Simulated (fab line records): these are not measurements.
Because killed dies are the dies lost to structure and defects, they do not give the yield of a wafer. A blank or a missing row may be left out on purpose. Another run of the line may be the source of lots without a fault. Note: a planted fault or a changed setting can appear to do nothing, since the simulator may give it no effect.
Problem report in the 8D (eight disciplines) form, filled by code ; flow nand harc ; the parts of the form that need people (team, actions taken, sign-off) are left out

## 1. PROBLEM STATEMENT
heater power total W at NHARC_A_CHANNEL_HOLE_D1_SOFTBAKE_05 reads a mean of 191.99 W on 6 wafers of 2 lots; wafers without a fault read 188.47 W with a standard deviation of 0.14. That puts it +25 standard deviations away from the usual mean.
The step: time 55 s.
Seen first at day 15 09:00 on litho track-01, wafer L537.2. Wafers with a number at this step in the record: 36, from 12 lots. By rule, "out" or "out of limits" means more than 4 standard deviations away from the usual mean. The other wafers with a number count as sound.

## 2. WHAT IT IS; WHAT IT IS NOT
question;is;is not
which readings at this step;heater power total W;-
which lots;L537, L539;L521, L523, L525, L526, L528, L529, L530, L531, L532, L533
which wafers of those lots;all that have a number;-
read on which tools;litho track-01;litho track-04, litho track-06
when;from day 15 09:00;up to then (30 sound wafers)

## 3. SUSPECTS, AND WHAT RULES EACH OUT
Counting: any tool at a process step up to the reading is kept as a suspect provided that every lot that is out went through it and no sound lot did after the first of them.
- litho track-01 at NHARC_A_CHANNEL_HOLE_D1_SOFTBAKE_05 (time 55 s): kept. It ran every lot that is out, first L537 (day 15 09:00), and no sound lot after that; its last sound lot up to then is L533 (day 13 06:00). Its own heater power total W readings are out on those wafers.
Left after counting: litho track-01 at NHARC_A_CHANNEL_HOLE_D1_SOFTBAKE_05.

## 4. THE CAUSE (what the simulator had put in)
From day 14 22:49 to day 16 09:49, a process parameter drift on litho track-01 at NHARC_A_CHANNEL_HOLE_D1_SOFTBAKE_05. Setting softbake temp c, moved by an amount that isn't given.
This tool alone remained once counting was done.

## 5. SEQUENCE OF EFFECTS, ordered by route
Rows list readings where the struck wafers' mean (over those with a number) sits beyond 3 standard deviations from the usual. Only readings whose record carries a usual standard deviation are examined. hours: median over the lots of the time between each lot's start at the first step of this table that gives one and its start at this step. sigmas: the change, counted in usual standard deviations.
hours;step;reading;usual;on struck wafers;change;sigmas
0;NHARC_A_CHANNEL_HOLE_D1_SOFTBAKE_05;heater power total W;188.47 W;191.99;+3.52;+25
Process steps it contains:
- NHARC_A_CHANNEL_HOLE_D1_SOFTBAKE_05: time 55 s.

## 6. WHAT WOULD HAVE CAUGHT IT SOONER
In this record the first reading out of limits was taken at day 15 09:00, 10 hours after the fault began at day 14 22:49.
